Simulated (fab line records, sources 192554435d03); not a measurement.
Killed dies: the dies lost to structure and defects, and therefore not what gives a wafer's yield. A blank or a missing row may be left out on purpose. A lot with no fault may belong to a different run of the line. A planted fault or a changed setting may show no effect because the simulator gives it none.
Split-lot experiment | flow n5_finfet | on a route of 1938 steps: 7 lots, 21 wafers read

== THE SPLIT ==
At N5_BEOL_M3_ETCH_70 (etches SOC in N2/H2, target depth 80 nm, overetch 16 nm, time 120 s), the setting time_s was moved away from the recipe's 120 s on 9 of the 21 wafers read, by -16.1% to +21.2%. All remaining wafers had this setting at the recipe value.

The reading is taken at the split's own step.

== THE READING ==
SiARC_of_BEOL_M3_COAT_68.thk_nm (the simulator's own value, which no gauge read), in nm, at N5_BEOL_M3_ETCH_70 (etches SOC in N2/H2, target depth 80 nm, overetch 16 nm, time 120 s). The file gives no usual value for it. The 12 wafers here that ran the recipe average 6.2 nm, standard deviation 0.18 nm.

wafer  | tool, chamber at the split | time_s as run, s | against the recipe | SiARC_of_BEOL_M3_COAT_68.thk_nm, nm | against lot-mates on the recipe
L077.1 | rie_diel-04, 2             | 109              | -9.2%              | 6.6                                 | +0.3
L077.5 | rie_diel-04, 3             | 120              | recipe             | 6.4                                 | -
L077.6 | rie_diel-04, 2             | 120              | recipe             | 6.2                                 | -
L084.2 | rie_diel-02, 2             | 120              | recipe             | 6.4                                 | -
L084.5 | rie_diel-02, 2             | 145.5            | +21.2%             | 5.2                                 | -1.2
L084.6 | rie_diel-02, 3             | 145.5            | +21.2%             | 4.8                                 | -1.6
L086.2 | rie_diel-02, 1             | 120              | recipe             | 6                                   | -
L086.5 | rie_diel-02, 1             | 120              | recipe             | 6                                   | -
L086.6 | rie_diel-02, 2             | 120              | recipe             | 6.2                                 | -
L087.1 | rie_diel-02, 1             | 120              | recipe             | 6                                   | -
L087.3 | rie_diel-02, 3             | 100.7            | -16.1%             | 7                                   | +1.0
L087.4 | rie_diel-02, 0             | 100.7            | -16.1%             | 7.2                                 | +1.2
L090.1 | rie_diel-04, 0             | 120              | recipe             | 6.2                                 | -
L090.3 | rie_diel-04, 1             | 120              | recipe             | 6.6                                 | -
L090.4 | rie_diel-04, 2             | 137.6            | +14.7%             | 5.4                                 | -1.0
L094.2 | rie_diel-02, 1             | 144.3            | +20.3%             | 5                                   | -1.3
L094.4 | rie_diel-02, 2             | 120              | recipe             | 6.4                                 | -
L094.5 | rie_diel-02, 3             | 120              | recipe             | 6.2                                 | -
L096.2 | rie_diel-02, 0,2           | 137.1            | +14.2%             | 5.4                                 | -0.8
L096.6 | rie_diel-02, 0,2           | 137.1            | +14.2%             | 5.4                                 | -0.8
L096.5 | rie_diel-02, 3             | 120              | recipe             | 6.2                                 | -
If several chambers appear in one row, that row covers several wafers at once and the file leaves open which wafer was in which chamber.

THE FIT
A straight line over all 21 wafers: SiARC_of_BEOL_M3_COAT_68.thk_nm changes by -0.0565 nm for each +1% of time_s; r = -0.97; the points scatter about the line by 0.16 nm.
The same after taking each lot's own level away (the mean of its wafers on the recipe; 21 wafers): -0.0635 nm for each +1%; r = -0.98; scatter 0.14 nm.
According to that fit, moving time_s by its largest amount changes the reading by 1.4 nm.
Across the lots, their own levels run from 6.00 to 6.40 nm, a range of 2.2 times the standard deviation given above.
Hence the slope depends on the lot-to-lot level, as the two fits are not the same.
Check: -1.39 nm against its lot-mates is what the line predicts for one of the wafers moved furthest among these (+21.2%) when that wafer is left out of the fit. It came out at -1.2 nm against them.

== THESE WAFERS: OTHER SPLITS ==
Other splits were also applied to these wafers ahead of the reading. Each is held against what the fit with the lots' levels taken away leaves over:
other split on the same wafers | wafers away from the commonest value | r with SiARC_of_BEOL_M3_COAT_68.thk_nm (lot level and that fit taken away)
N5_BEOL_M1_EXPOSE_08 dose_mj   | 7                                    | -0.35

== FILE'S OWN FIT ==
SiARC_of_BEOL_M3_COAT_68.thk_nm changes by -0.0632 nm for each +1% of time_s, r = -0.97.
